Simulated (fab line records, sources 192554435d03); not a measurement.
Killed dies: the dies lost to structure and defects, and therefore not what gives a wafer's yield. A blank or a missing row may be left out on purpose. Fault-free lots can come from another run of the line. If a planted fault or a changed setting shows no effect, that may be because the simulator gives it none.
Struck lot and sound lot, side by side || flow n5 finfet || 20 out of 1938 route steps
Sound: these wafers, L895.1, L895.2, L895.5. The struck wafers were L886.2, L886.3, L886.6. Last of all comes the cause.
Each step with rows lists, per side, the tool, then ch with its chambers, then its first start. Under that, the readings that differ: sound wafers || struck wafers || difference of the means || sigmas: that difference in standard deviations of wafers without a fault.
alike: same words and numbers on both sides, and readings whose means sit less than 2 such deviations apart. not compared: any withheld reading, any reading some wafer has no value for, any bound like >300 that may hide the same value, and any number with overlapping values for which the record gives no deviation.
Wherever a step has rows on one side only, a row that says differs or no value, or a row with sigmas, the two part there. Numbers that don't overlap but have no deviation are shown without sigmas and don't part them. Lack of a reading on every wafer of one side parts them only where that side has two or more wafers.

first, 8 steps without rows for these wafers: N5_BEOL_M9_CMP_52 (polishes, stops on SiCOH lowk, t overpolish 7 s, target thk 140 nm); N5_BEOL_M9_PRE_CLEAN_55 (time 15 s); N5_BEOL_M9_DEP_56 (deposits SiCN from 3MS/NH3, target thk 15 nm, time 26.5 s); N5_BEOL_M10_ILD_DEP_00 (deposits SiCOH lowk from DEMS/porogen, target thk 308.51 nm, time 58 s); N5_BEOL_M10_CURE_71 (cures SiCOH lowk, time 240 s); N5_BEOL_M10_PECVD_70 (deposits SiO2 from TEOS/O2, target thk 20 nm, time 22.7 s); N5_BEOL_M10_HM_DEP_02 (deposits TiN, target thk 20 nm); N5_BEOL_M10_COAT_59 (time 60 s, resist thk 100 nm).
N5_BEOL_M10_COAT_60: time 60 s, resist thk 30 nm.
  sound on litho track-02 ch 0, day 15 16:08; struck on litho track-04 ch 0, day 13 19:31
{"reading": "spin speed rpm (rpm)", "sound": "1499.4 1499.6 1500.7", "struck": "1415.9 1417.9 1417.5", "difference": -82.8, "sigmas": "-99 or more"}
{"reading": "model.SiARC_of_BEOL_M10_COAT_60.thk nm (nm)", "sound": "30 30 30", "struck": "31 31 30.8", "difference": "+1", "sigmas": ""}
  alike: heater power total W
then, 7 steps without rows for these wafers: N5_BEOL_M10_COAT_05 (resist thk 90 nm); N5_BEOL_M10_EBR_07; N5_BEOL_M10_SOFTBAKE_06 (time 60 s); N5_BEOL_M10_EXPOSE_08 (exposes mask M10); N5_BEOL_M10_PEB_09 (peb time 60 s); N5_BEOL_M10_DEVELOP_10 (develop time 30 s); N5_BEOL_M10_DESCUM_16 (chemistry O2, time 7.9 s).
N5_BEOL_M10_ETCH_61: etches SiARC in CF4, target depth 39 nm, time 65 s.
  sound on rie diel-05 ch 0,1,3, day 15 16:37; struck on rie diel-05 ch 0,1,2, day 13 20:00
{"reading": "model.etch.depth nm (nm)", "sound": "29.94 30 29.92", "struck": "30.97 30.94 30.83", "difference": "+0.96", "sigmas": ""}
{"reading": "model.CAR-ArF_of_BEOL_M10_COAT_05.thk nm (nm)", "sound": "55.6 55.6 55.4", "struck": "54.6 54.4 54.6", "difference": -1.0, "sigmas": ""}
  alike: cf4 flow sccm, drypump motor current A, etch rf on time s, oes product au, rf fwd power W, rf vpp V, showerhead plenum p Torr, throttle valve pct
  not compared: rf hours counter h
N5_BEOL_M10_ETCH_62: etches SOC in N2/H2, target depth 110 nm, overetch 22 nm, time 165 s.
  sound on rie diel-05 ch 0,1,3, day 15 16:40; struck on rie diel-05 ch 0,1,2, day 13 20:03
{"reading": "model.SiARC_of_BEOL_M10_COAT_60.thk nm (nm)", "sound": "23.6 24 23.6", "struck": "24.6 24.8 24.4", "difference": "+0.9", "sigmas": ""}
  alike: drypump motor current A, oes product au, rf fwd power W, rf vpp V, showerhead plenum p Torr, throttle valve pct
  not compared: rf hours counter h
then, 1 step without rows for these wafers: N5_BEOL_M10_STRIP_68 (strips in N2/H2).
-- record jumps: 2 days separate the struck wafers' starts on either side; left off in module BEOL_M10, taken up again in module PASSIVATION, whose first shown step is the route's number 1936 --
N5_PASSIVATION_PROBE_49:
  record: rows for the struck wafers here (prober-02, day 16 00:34), none for the sound ones

## WHERE THEY PART
Earliest at N5_BEOL_M10_COAT_60; latest, in this record, at N5_PASSIVATION_PROBE_49.

WHY: what had been put in by the simulator
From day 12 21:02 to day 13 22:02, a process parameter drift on litho track-04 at N5_BEOL_M10_COAT_60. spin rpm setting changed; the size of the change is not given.
